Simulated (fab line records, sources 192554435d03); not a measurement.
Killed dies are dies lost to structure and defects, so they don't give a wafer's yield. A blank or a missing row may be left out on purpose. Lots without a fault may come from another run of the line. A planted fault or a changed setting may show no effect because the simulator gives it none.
Which tool did it? | flow n5_finfet | 20 lots, 60 wafers sampled, at 6 steps of a route of 1938

WHAT THE GAUGES READ, wafer by wafer
The record holds no reading of a measuring or inspecting step that can be judged against a usual standard deviation.

WHICH TOOL RAN EACH LOT (tool, then ch and the chambers of the sampled wafers, then the start)
lot  | N5_PMOS_HMC_CHANNEL_EPI_ETCH_32   | N5_PMOS_HMC_CHANNEL_EPI_HM_OPEN_15 | N5_PMOS_HMC_CHANNEL_EPI_STRIP_33  | N5_PMOS_HMC_CHANNEL_EPI_EPI_26 | N5_FIN_SAQP_ETCH_57               | N5_FIN_SAQP_SPACER2_ALD_28
L075 | rie_diel-05 ch 0,1,3, day 1 23:20 | rie_diel-05 ch 0,1,3, day 1 23:23  | rie_diel-05 ch 0,1,3, day 1 23:26 | epi_rpcvd-01 ch 0, day 2 01:47 | rie_diel-02 ch 0,1,2, day 2 05:51 | ald_sin-02 ch 0,1, day 2 06:56
L077 | rie_diel-06 ch 2,3, day 2 11:48   | rie_diel-06 ch 2,3, day 2 11:51    | rie_diel-06 ch 2,3, day 2 11:54   | epi_rpcvd-04 ch 0, day 2 14:14 | rie_diel-01 ch 1,3, day 2 19:46   | ald_sin-02 ch 0,1, day 2 21:03
L078 | rie_diel-03 ch 0,3, day 2 17:11   | rie_diel-03 ch 0,3, day 2 17:13    | rie_diel-03 ch 0,3, day 2 17:17   | epi_rpcvd-04 ch 0, day 2 20:27 | rie_diel-01 ch 0,1,2, day 3 00:46 | ald_sin-03 ch 0,3, day 3 01:44
L079 | rie_diel-03 ch 1,2, day 2 23:50   | rie_diel-03 ch 1,2, day 2 23:52    | rie_diel-03 ch 1,2, day 2 23:56   | epi_rpcvd-01 ch 0, day 3 02:24 | rie_diel-01 ch 0,1, day 3 07:34   | ald_sin-04 ch 0,1,2, day 3 09:24
L080 | rie_diel-05 ch 2,3, day 3 05:29   | rie_diel-05 ch 2,3, day 3 05:32    | rie_diel-05 ch 2,3, day 3 05:35   | epi_rpcvd-04 ch 0, day 3 08:58 | rie_diel-01 ch 0,1,3, day 3 13:44 | ald_sin-03 ch 0,1,2, day 3 14:44
L081 | rie_diel-03 ch 0,1,2, day 3 11:59 | rie_diel-03 ch 0,1,2, day 3 12:02  | rie_diel-03 ch 0,1,2, day 3 12:05 | epi_rpcvd-04 ch 0, day 3 14:19 | rie_diel-04 ch 0,3, day 3 19:10   | ald_sin-02 ch 1,3, day 3 20:08
L082 | rie_diel-06 ch 2,3, day 3 17:59   | rie_diel-06 ch 2,3, day 3 18:02    | rie_diel-06 ch 2,3, day 3 18:05   | epi_rpcvd-01 ch 0, day 3 20:28 | rie_diel-01 ch 0,1,2, day 4 01:10 | ald_sin-04 ch 1,2, day 4 02:10
L083 | rie_diel-03 ch 0,1,2, day 3 23:10 | rie_diel-03 ch 0,1,2, day 3 23:13  | rie_diel-03 ch 0,1,2, day 3 23:16 | epi_rpcvd-04 ch 0, day 4 01:54 | rie_diel-02 ch 0,1,2, day 4 05:50 | ald_sin-04 ch 0,1,2, day 4 06:49
L084 | rie_diel-06 ch 1,3, day 4 05:28   | rie_diel-06 ch 1,3, day 4 05:30    | rie_diel-06 ch 1,3, day 4 05:34   | epi_rpcvd-01 ch 0, day 4 07:47 | rie_diel-01 ch 2,3, day 4 12:08   | ald_sin-02 ch 0,3, day 4 13:10
L085 | rie_diel-05 ch 2,3, day 4 11:09   | rie_diel-05 ch 2,3, day 4 11:11    | rie_diel-05 ch 2,3, day 4 11:15   | epi_rpcvd-03 ch 0, day 4 13:29 | rie_diel-01 ch 0,1,3, day 4 18:17 | ald_sin-04 ch 1,2,3, day 4 19:17
L086 | rie_diel-06 ch 0,1,2, day 4 17:46 | rie_diel-06 ch 0,1,2, day 4 17:49  | rie_diel-06 ch 0,1,2, day 4 17:52 | epi_rpcvd-03 ch 0, day 4 20:13 | rie_diel-04 ch 1,3, day 5 00:44   | ald_sin-02 ch 0,1,3, day 5 03:29
L087 | rie_diel-03 ch 0,1,2, day 5 00:05 | rie_diel-03 ch 0,1,2, day 5 00:08  | rie_diel-03 ch 0,1,2, day 5 00:11 | epi_rpcvd-03 ch 0, day 5 02:28 | rie_diel-01 ch 0,1,3, day 5 08:35 | ald_sin-02 ch 0,1, day 5 11:40
L088 | rie_diel-03 ch 0,1,3, day 5 05:24 | rie_diel-03 ch 0,1,3, day 5 05:26  | rie_diel-03 ch 0,1,3, day 5 05:30 | epi_rpcvd-04 ch 0, day 5 07:50 | rie_diel-04 ch 0,1, day 5 12:59   | ald_sin-03 ch 1,2,3, day 5 14:00
L089 | rie_diel-03 ch 0,2,3, day 5 11:54 | rie_diel-03 ch 0,2,3, day 5 11:57  | rie_diel-03 ch 0,2,3, day 5 12:00 | epi_rpcvd-04 ch 0, day 5 14:15 | rie_diel-04 ch 0,1,3, day 5 18:22 | ald_sin-03 ch 0,1,3, day 5 19:20
L090 | rie_diel-05 ch 1,2,3, day 5 17:32 | rie_diel-05 ch 1,2,3, day 5 17:34  | rie_diel-05 ch 1,2,3, day 5 17:38 | epi_rpcvd-04 ch 0, day 5 19:56 | rie_diel-01 ch 0,1,3, day 6 01:29 | ald_sin-03 ch 1,2,3, day 6 02:40
L091 | rie_diel-03 ch 0,1,2, day 5 23:17 | rie_diel-03 ch 0,1,2, day 5 23:20  | rie_diel-03 ch 0,1,2, day 5 23:23 | epi_rpcvd-04 ch 0, day 6 01:38 | rie_diel-01 ch 1,2,3, day 6 05:52 | ald_sin-04 ch 0,1,2, day 6 06:50
L093 | rie_diel-03 ch 1,2, day 6 10:53   | rie_diel-03 ch 1,2, day 6 10:56    | rie_diel-03 ch 1,2, day 6 10:59   | epi_rpcvd-01 ch 0, day 6 13:13 | rie_diel-02 ch 2,3, day 6 17:19   | ald_sin-04 ch 0,1,2, day 6 18:17
L095 | rie_diel-06 ch 0,1, day 6 23:38   | rie_diel-06 ch 0,1, day 6 23:41    | rie_diel-06 ch 0,1, day 6 23:44   | epi_rpcvd-04 ch 0, day 7 02:01 | rie_diel-04 ch 1,2,3, day 7 06:50 | ald_sin-02 ch 2,3, day 7 07:51
L096 | rie_diel-06 ch 0,1,3, day 7 05:56 | rie_diel-06 ch 0,1,3, day 7 05:59  | rie_diel-06 ch 0,1,3, day 7 06:02 | epi_rpcvd-04 ch 0, day 7 08:31 | rie_diel-02 ch 0,2,3, day 7 12:21 | ald_sin-02 ch 0,1,3, day 7 13:20
L097 | rie_diel-06 ch 0,2,3, day 7 11:11 | rie_diel-06 ch 0,2,3, day 7 11:13  | rie_diel-06 ch 0,2,3, day 7 11:17 | epi_rpcvd-04 ch 0, day 7 13:37 | rie_diel-02 ch 2,3, day 7 17:29   | ald_sin-03 ch 0,3, day 7 18:59
- N5_PMOS_HMC_CHANNEL_EPI_ETCH_32: etches BARC in N2/H2, stops on SiO2, target depth 85.8 nm, time 50.3 s.
- N5_PMOS_HMC_CHANNEL_EPI_HM_OPEN_15: chemistry CHF3/O2, target SiO2, target depth 40.6 nm, time 20.3 s.
- N5_PMOS_HMC_CHANNEL_EPI_STRIP_33: strips in N2/H2.
- N5_PMOS_HMC_CHANNEL_EPI_EPI_26: deposits Si from SiH4/H2, target thk 3.8 nm, time 22.7 s.
- N5_FIN_SAQP_ETCH_57: etches SiNx in CH3F/O2, target depth 32.5 nm, time 46.4 s.
- N5_FIN_SAQP_SPACER2_ALD_28: deposits SiO2, target thk 8.1 nm, pulse time 1 s, purge time 2 s.

WHAT THE TOOLS THEMSELVES READ (means of the sampled wafers that have a number; where no wafer has one, the mark that the record gives instead)
N5_PMOS_HMC_CHANNEL_EPI_ETCH_32. Usual: drypump_motor_current_A 5.41 A, standard deviation 0.29; oes_product_au 0.64 a.u., standard deviation 0.049; rf_vpp_V 525.2 V, standard deviation 1.9; showerhead_plenum_p_Torr 2.59 Torr, standard deviation 0.063; throttle_valve_pct 17.96 %, standard deviation 0.28.
lot  | tool        | drypump_motor_current_A (A) | oes_product_au (a.u.) | rf_vpp_V (V) | showerhead_plenum_p_Torr (Torr) | throttle_valve_pct (%) | flag
L075 | rie_diel-05 | 5.26                        | 0.62                  | 525.4        | 2.57                            | 17.99                  |
L077 | rie_diel-06 | 5.51                        | 0.66                  | 524.4        | 2.57                            | 18.17                  |
L078 | rie_diel-03 | 5.68                        | 0.64                  | 524.0        | 2.57                            | 17.73                  |
L079 | rie_diel-03 | 5.26                        | 0.66                  | 525.1        | 2.59                            | 17.91                  |
L080 | rie_diel-05 | 5.56                        | 0.62                  | 525.0        | 2.60                            | 17.98                  |
L081 | rie_diel-03 | 5.50                        | 0.67                  | 525.8        | 2.58                            | 17.71                  |
L082 | rie_diel-06 | 5.52                        | 0.65                  | 524.0        | 2.56                            | 18.19                  |
L083 | rie_diel-03 | 5.51                        | 0.67                  | 525.9        | 2.58                            | 17.71                  |
L084 | rie_diel-06 | 5.41                        | 0.62                  | 525.1        | 2.60                            | 18.01                  |
L085 | rie_diel-05 | 5.44                        | 0.63                  | 524.0        | 2.57                            | 17.98                  |
L086 | rie_diel-06 | 5.49                        | 0.63                  | 525.9        | 2.62                            | 18.11                  |
L087 | rie_diel-03 | 5.49                        | 0.66                  | 524.7        | 2.58                            | 17.73                  |
L088 | rie_diel-03 | 5.47                        | 0.66                  | 525.6        | 2.62                            | 17.78                  |
L089 | rie_diel-03 | 5.45                        | 0.61                  | 524.6        | 2.56                            | 17.96                  |
L090 | rie_diel-05 | 5.52                        | 0.69                  | 523.7        | 2.55                            | 17.79                  |
L091 | rie_diel-03 | 5.50                        | 0.65                  | 525.4        | 2.57                            | 17.74                  |
L093 | rie_diel-03 | 5.27                        | 0.64                  | 524.9        | 2.57                            | 17.95                  |
L095 | rie_diel-06 | 5.22                        | 0.62                  | 527.4        | 2.66                            | 17.95                  |
L096 | rie_diel-06 | 5.28                        | 0.62                  | 525.1        | 2.61                            | 18.01                  |
L097 | rie_diel-06 | 5.44                        | 0.64                  | 524.6        | 2.59                            | 18.16                  |

N5_PMOS_HMC_CHANNEL_EPI_HM_OPEN_15. Usual: drypump_motor_current_A 5.41 A, standard deviation 0.28; oes_product_au 0.74 a.u., standard deviation 0.06; rf_vpp_V 527 V, standard deviation 8.2; showerhead_plenum_p_Torr 2.45 Torr, standard deviation 0.063; throttle_valve_pct 18.95 %, standard deviation 0.2.
lot  | tool        | drypump_motor_current_A (A) | oes_product_au (a.u.) | rf_vpp_V (V) | showerhead_plenum_p_Torr (Torr) | throttle_valve_pct (%) | flag
L075 | rie_diel-05 | 5.26                        | 0.72                  | 525          | 2.43                            | 18.96                  |
L077 | rie_diel-06 | 5.52                        | 0.77                  | 535          | 2.41                            | 19.04                  |
L078 | rie_diel-03 | 5.66                        | 0.73                  | 532          | 2.43                            | 18.74                  |
L079 | rie_diel-03 | 5.25                        | 0.77                  | 522          | 2.45                            | 18.90                  |
L080 | rie_diel-05 | 5.56                        | 0.73                  | 520          | 2.47                            | 18.93                  |
L081 | rie_diel-03 | 5.49                        | 0.78                  | 523          | 2.46                            | 18.79                  |
L082 | rie_diel-06 | 5.52                        | 0.75                  | 535          | 2.41                            | 19.05                  |
L083 | rie_diel-03 | 5.50                        | 0.77                  | 525          | 2.45                            | 18.79                  |
L084 | rie_diel-06 | 5.40                        | 0.71                  | 529          | 2.47                            | 19.08                  |
L085 | rie_diel-05 | 5.45                        | 0.75                  | 524          | 2.44                            | 18.95                  |
L086 | rie_diel-06 | 5.47                        | 0.75                  | 527          | 2.47                            | 19.03                  |
L087 | rie_diel-03 | 5.50                        | 0.77                  | 523          | 2.45                            | 18.80                  |
L088 | rie_diel-03 | 5.45                        | 0.76                  | 531          | 2.48                            | 18.87                  |
L089 | rie_diel-03 | 5.43                        | 0.71                  | 529          | 2.41                            | 18.91                  |
L090 | rie_diel-05 | 5.50                        | 0.82                  | 522          | 2.43                            | 18.79                  |
L091 | rie_diel-03 | 5.49                        | 0.75                  | 523          | 2.45                            | 18.82                  |
L093 | rie_diel-03 | 5.29                        | 0.73                  | 522          | 2.44                            | 18.95                  |
L095 | rie_diel-06 | 5.22                        | 0.73                  | 530          | 2.51                            | 18.93                  |
L096 | rie_diel-06 | 5.28                        | 0.72                  | 532          | 2.47                            | 19.00                  |
L097 | rie_diel-06 | 5.45                        | 0.74                  | 531          | 2.44                            | 19.02                  |

N5_PMOS_HMC_CHANNEL_EPI_STRIP_33. Usual: drypump_motor_current_A 5.41 A, standard deviation 0.29; oes_product_au 0.74 a.u., standard deviation 0.06; rf_vpp_V 54.5 V, standard deviation 1.6; showerhead_plenum_p_Torr 3.42 Torr, standard deviation 0.08; throttle_valve_pct 19.1 %, standard deviation 0.47.
lot  | tool        | drypump_motor_current_A (A) | oes_product_au (a.u.) | rf_vpp_V (V) | showerhead_plenum_p_Torr (Torr) | throttle_valve_pct (%) | flag
L075 | rie_diel-05 | 5.27                        | 0.73                  | 54.1         | 3.39                            | 19.1                   |
L077 | rie_diel-06 | 5.52                        | 0.76                  | 53.8         | 3.39                            | 19.3                   |
L078 | rie_diel-03 | 5.67                        | 0.74                  | 55.3         | 3.40                            | 18.7                   |
L079 | rie_diel-03 | 5.28                        | 0.77                  | 54.3         | 3.41                            | 19.1                   |
L080 | rie_diel-05 | 5.57                        | 0.73                  | 54.5         | 3.43                            | 19.4                   |
L081 | rie_diel-03 | 5.52                        | 0.78                  | 54.1         | 3.41                            | 18.7                   |
L082 | rie_diel-06 | 5.52                        | 0.75                  | 54.0         | 3.38                            | 19.3                   |
L083 | rie_diel-03 | 5.49                        | 0.77                  | 55.2         | 3.41                            | 18.8                   |
L084 | rie_diel-06 | 5.42                        | 0.72                  | 55.1         | 3.43                            | 18.9                   |
L085 | rie_diel-05 | 5.46                        | 0.75                  | 53.0         | 3.39                            | 19.4                   |
L086 | rie_diel-06 | 5.50                        | 0.74                  | 55.0         | 3.46                            | 19.3                   |
L087 | rie_diel-03 | 5.51                        | 0.76                  | 54.3         | 3.40                            | 18.8                   |
L088 | rie_diel-03 | 5.46                        | 0.76                  | 57.3         | 3.45                            | 18.6                   |
L089 | rie_diel-03 | 5.43                        | 0.71                  | 55.2         | 3.38                            | 19.1                   |
L090 | rie_diel-05 | 5.49                        | 0.82                  | 53.8         | 3.37                            | 19.0                   |
L091 | rie_diel-03 | 5.51                        | 0.75                  | 53.5         | 3.40                            | 18.8                   |
L093 | rie_diel-03 | 5.29                        | 0.74                  | 54.0         | 3.39                            | 19.2                   |
L095 | rie_diel-06 | 5.21                        | 0.72                  | 55.1         | 3.50                            | 19.0                   |
L096 | rie_diel-06 | 5.29                        | 0.71                  | 53.4         | 3.45                            | 19.1                   |
L097 | rie_diel-06 | 5.45                        | 0.73                  | 53.0         | 3.42                            | 19.4                   |

N5_PMOS_HMC_CHANNEL_EPI_EPI_26. Usual: chamber_pressure_Torr 19.99 Torr, standard deviation 0.041; throttle_valve_pct 11.61 %, standard deviation 0.15.
lot  | tool         | chamber_pressure_Torr (Torr) | throttle_valve_pct (%) | flag
L075 | epi_rpcvd-01 | 19.98                        | 11.64                  |
L077 | epi_rpcvd-04 | 19.97                        | 11.57                  |
L078 | epi_rpcvd-04 | 19.95                        | 11.57                  |
L079 | epi_rpcvd-01 | 19.97                        | 11.61                  |
L080 | epi_rpcvd-04 | 20.05                        | 11.67                  |
L081 | epi_rpcvd-04 | 20.02                        | 11.65                  |
L082 | epi_rpcvd-01 | 19.96                        | 11.53                  |
L083 | epi_rpcvd-04 | 19.96                        | 11.59                  |
L084 | epi_rpcvd-01 | 20.03                        | 11.51                  |
L085 | epi_rpcvd-03 | 19.95                        | 11.61                  |
L086 | epi_rpcvd-03 | 19.99                        | 11.70                  |
L087 | epi_rpcvd-03 | 20.02                        | 11.58                  |
L088 | epi_rpcvd-04 | 20.02                        | 11.51                  |
L089 | epi_rpcvd-04 | 20.03                        | 11.67                  |
L090 | epi_rpcvd-04 | 19.96                        | 11.42                  |
L091 | epi_rpcvd-04 | 19.95                        | 11.57                  |
L093 | epi_rpcvd-01 | 20.00                        | 11.58                  |
L095 | epi_rpcvd-04 | 20.00                        | 11.61                  |
L096 | epi_rpcvd-04 | 19.95                        | 11.64                  |
L097 | epi_rpcvd-04 | 19.97                        | 11.64                  |

N5_FIN_SAQP_ETCH_57. Usual: CH3F_flow_sccm 29.99 sccm, standard deviation 0.095; drypump_motor_current_A 5.7 A, standard deviation 0.51; etch_rf_on_time_s 46.3 s, standard deviation 0.88; oes_product_au 0.70 a.u., standard deviation 0.059; rf_vpp_V 296 V, standard deviation 5.4; showerhead_plenum_p_Torr 2.01 Torr, standard deviation 0.055; throttle_valve_pct 16.32 %, standard deviation 0.29.
lot  | tool        | CH3F_flow_sccm (sccm) | drypump_motor_current_A (A) | etch_rf_on_time_s (s) | oes_product_au (a.u.) | rf_vpp_V (V) | showerhead_plenum_p_Torr (Torr) | throttle_valve_pct (%) | flag
L075 | rie_diel-02 | 29.88                 | 6.0                         | 46.5                  | 0.66                  | 298          | 2.06                            | 16.45                  |
L077 | rie_diel-01 | 29.94                 | 5.9                         | 46.9                  | 0.76                  | 293          | 2.05                            | 15.93                  |
L078 | rie_diel-01 | 29.85                 | 5.3                         | 46.0                  | 0.78                  | 297          | 2.02                            | 16.22                  |
L079 | rie_diel-01 | 29.98                 | 5.4                         | 45.8                  | 0.78                  | 294          | 2.06                            | 16.23                  |
L080 | rie_diel-01 | 30.01                 | 5.6                         | 46.4                  | 0.77                  | 293          | 2.05                            | 16.10                  |
L081 | rie_diel-04 | 30.03                 | 5.8                         | 45.3                  | 0.66                  | 299          | 1.92                            | 16.55                  |
L082 | rie_diel-01 | 30.00                 | 5.3                         | 46.8                  | 0.75                  | 297          | 2.02                            | 16.23                  |
L083 | rie_diel-02 | 30.02                 | 6.0                         | 45.9                  | 0.65                  | 297          | 2.05                            | 16.48                  |
L084 | rie_diel-01 | 30.03                 | 5.9                         | 47.3                  | 0.73                  | 297          | 2.01                            | 15.96                  |
L085 | rie_diel-01 | 30.02                 | 5.6                         | 45.8                  | 0.75                  | 293          | 2.05                            | 16.12                  |
L086 | rie_diel-04 | 29.96                 | 5.5                         | 46.3                  | 0.65                  | 299          | 1.95                            | 16.55                  |
L087 | rie_diel-01 | 29.93                 | 5.7                         | 45.6                  | 0.75                  | 293          | 2.05                            | 16.12                  |
L088 | rie_diel-04 | 30.06                 | 6.5                         | 46.9                  | 0.62                  | 300          | 1.93                            | 16.69                  |
L089 | rie_diel-04 | 30.02                 | 6.0                         | 46.3                  | 0.64                  | 301          | 1.94                            | 16.63                  |
L090 | rie_diel-01 | 29.90                 | 5.7                         | 46.1                  | 0.73                  | 293          | 2.04                            | 16.14                  |
L091 | rie_diel-01 | 29.98                 | 5.6                         | 46.6                  | 0.70                  | 298          | 2.01                            | 16.11                  |
L093 | rie_diel-02 | 29.97                 | 5.3                         | 45.5                  | 0.64                  | 293          | 2.02                            | 16.60                  |
L095 | rie_diel-04 | 29.94                 | 5.8                         | 46.0                  | 0.68                  | 297          | 1.95                            | 16.38                  |
L096 | rie_diel-02 | 29.99                 | 5.5                         | 46.3                  | 0.63                  | 295          | 2.04                            | 16.58                  |
L097 | rie_diel-02 | 30.01                 | 5.6                         | 46.2                  | 0.64                  | 296          | 2.04                            | 16.49                  |

N5_FIN_SAQP_SPACER2_ALD_28. Usual: chamber_pressure_Torr 2.000 Torr, standard deviation 0.0045; heater_power_w 477 W, standard deviation 44; precursor_pulse_height_rel 1.000, standard deviation 0.021.
lot  | tool       | chamber_pressure_Torr (Torr) | heater_power_w (W) | precursor_pulse_height_rel | flag
L075 | ald_sin-02 | 2.003                        | 442                | 1.001                      |
L077 | ald_sin-02 | 2.001                        | 424                | 0.998                      |
L078 | ald_sin-03 | 1.997                        | 466                | 1.001                      |
L079 | ald_sin-04 | 2.002                        | 489                | 1.019                      |
L080 | ald_sin-03 | 2.000                        | 468                | 1.013                      |
L081 | ald_sin-02 | 1.999                        | 499                | 0.993                      |
L082 | ald_sin-04 | 1.999                        | 451                | 0.999                      |
L083 | ald_sin-04 | 1.999                        | 496                | 1.000                      |
L084 | ald_sin-02 | 2.002                        | 456                | 1.015                      |
L085 | ald_sin-04 | 1.999                        | 470                | 1.003                      |
L086 | ald_sin-02 | 1.998                        | 442                | 0.981                      |
L087 | ald_sin-02 | 1.999                        | 418                | 1.001                      |
L088 | ald_sin-03 | 2.003                        | 490                | 0.995                      |
L089 | ald_sin-03 | 2.001                        | 487                | 1.009                      |
L090 | ald_sin-03 | 2.000                        | 491                | 0.996                      |
L091 | ald_sin-04 | 2.001                        | 500                | 1.001                      |
L093 | ald_sin-04 | 1.996                        | 492                | 0.999                      |
L095 | ald_sin-02 | 2.000                        | 473                | 0.992                      |
L096 | ald_sin-02 | 1.998                        | 442                | 1.000                      |
L097 | ald_sin-03 | 2.002                        | 484                | 1.012                      |

THE ANSWER, worked out from the rows above alone
Rule: a lot is off if the mean of its wafers that have a number lies more than 3 standard deviations from the usual mean. A lot without any number at a reading at which 4 lots or more have one is off too. The other lots that the step has rows for count as sound. The gauges are gone through in route order, then the tools' own readings, and for those a lot's mean is taken as printed above. The first step at which some lot is off is used, and at that step the reading that is off furthest; a lot without a number counts as furthest.
No lot is off at any reading shown: from this, nothing can be told.

WHAT THE SIMULATOR HAD PUT IN
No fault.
